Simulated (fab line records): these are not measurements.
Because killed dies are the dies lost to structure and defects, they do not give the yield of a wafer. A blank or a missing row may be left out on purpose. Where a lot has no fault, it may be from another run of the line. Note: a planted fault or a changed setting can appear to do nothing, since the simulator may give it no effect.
Matching of chambers | flow n5 finfet | N5_BEOL_M2_ETCH_77 on rie diel-04: 4 sister chambers
The step etches underlayer in N2/H2, target depth 6.5 nm, time 5.2 s. 16 wafers are shown with their chamber, then 8 later ones without.

## WAFERS, EACH WITH ITS CHAMBER
wafer  | chamber | drypump motor current A (A) | throttle valve pct (%) | oes product au (a.u.)
L075.1 | 0       | 5.5                         | 17.89                  | 0.63
L075.3 | 3       | 5.7                         | 17.91                  | 0.75
L075.5 | 1       | 6.1                         | 17.56                  | 0.75
L082.1 | 3       | 5.7                         | 17.95                  | 0.73
L082.3 | 2       | 5.9                         | 18.12                  | 0.59
L082.6 | 0       | 5.5                         | 17.89                  | 0.63
L084.3 | 0       | 5.5                         | 17.88                  | 0.63
L084.5 | 3       | 5.7                         | 17.97                  | 0.73
L084.6 | 2       | 5.8                         | 18.13                  | 0.59
L086.1 | 0       | 5.5                         | 17.90                  | 0.62
L086.3 | 2       | 5.9                         | 18.15                  | 0.59
L086.4 | 3       | 5.7                         | 17.96                  | 0.73
L090.1 | 2       | 5.8                         | 18.18                  | 0.58
L090.2 | 1       | 6.2                         | 17.62                  | 0.72
L090.3 | 3       | 5.7                         | 17.97                  | 0.70
L092.1 | 1       | 6.1                         | 17.65                  | 0.71

SIGNATURES (averages over the wafers above)
reading                 | chamber 0 | chamber 1 | chamber 2 | chamber 3 | scatter within a chamber
drypump motor current A | 5.500     | 6.133     | 5.850     | 5.700     | 0.0373
throttle valve pct      | 17.8900   | 17.6100   | 18.1450   | 17.9520   | 0.0274
oes product au          | 0.6275    | 0.7267    | 0.5875    | 0.7280    | 0.0138
Rule: for a wafer and a chamber, the distance is found by dividing, reading by reading, the gap between the wafer's reading and the chamber's mean by the reading's scatter, squaring, summing and taking the root. If the next closest chamber is less than 2 further off than the closest, the wafer can't be placed; otherwise it belongs to the closest. The scatter is the square root of a quotient: the sum, over the shown wafers, of each reading's squared deviation from its chamber's mean, divided by wafers minus chambers.

## WAFERS WITH NO CHAMBER GIVEN
wafer  | drypump motor current A (A) | throttle valve pct (%) | oes product au (a.u.)
L092.4 | 5.7                         | 17.99                  | 0.71
L092.6 | 5.5                         | 17.92                  | 0.62
L094.1 | 5.9                         | 17.71                  | 0.85
L094.2 | 5.7                         | 18.00                  | 0.69
L094.5 | 6.1                         | 17.66                  | 0.71
L096.2 | 5.5                         | 17.93                  | 0.62
L096.4 | 5.9                         | 17.70                  | 0.85
L096.6 | 5.9                         | 17.70                  | 0.86

## EACH ONE'S CHAMBER
wafer  | from the rows above | in truth
L092.4 | 3                   | 3
L092.6 | 0                   | 0
L094.1 | 1                   | 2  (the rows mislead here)
L094.2 | 3                   | 3
L094.5 | 1                   | 1
L096.2 | 0                   | 0
L096.4 | 1                   | 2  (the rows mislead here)
L096.6 | 1                   | 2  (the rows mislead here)
5 of 8 placed correctly. Not placeable from these rows: 0. Wrongly placed: 3.
